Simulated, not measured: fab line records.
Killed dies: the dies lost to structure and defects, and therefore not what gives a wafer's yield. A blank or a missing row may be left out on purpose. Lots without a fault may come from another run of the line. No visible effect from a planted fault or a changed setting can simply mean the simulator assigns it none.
Matching of chambers    flow n5-finfet    N5_BEOL_M9_DESCUM_33 on rie-diel-01: 4 sister chambers
The step chemistry O2, time 7 s. 4 wafers are shown with their chamber, then 9 later ones without.

## WAFERS, EACH WITH ITS CHAMBER
wafer   chamber  throttle-valve-pct (%)
L091.1  1        20.02
L093.2  2        20.75
L093.4  0        20.60
L093.5  3        20.56

## WAFERS MISSING THEIR CHAMBER
wafer   throttle-valve-pct (%)
L096.1  20.57
L096.2  20.61
L096.3  20.02
L096.4  20.75
L096.5  20.01
L096.6  20.60
L097.1  20.02
L097.3  20.58
L097.5  20.03

## CHAMBER TAKEN BY EACH
wafer   from the rows above      in truth
L096.1  3                        3
L096.2  0                        0
L096.3  1                        1
L096.4  2                        2
L096.5  1                        1
L096.6  0                        0
L097.1  1                        1
L097.3  can't be placed: 3 or 0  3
L097.5  1                        1
Correctly placed: 8 of 9. Can't be placed from these rows: 1 (the true chamber is among the candidates in 1). Placed wrongly: 0.
How it was worked out, from the rows above alone: a wafer's distance from a chamber is the root of the sum, over the readings, of the square of ((its reading less the chamber's mean) divided by the reading's scatter). If the next closest chamber is less than 2 further off than the closest, the wafer can't be placed; otherwise it belongs to the closest. For every chamber, the mean is computed from those of its wafers that are shown. The scatter (one wafer shown for each chamber): square how far every hidden wafer sits from the nearest shown wafer, average those squares and take the square root.
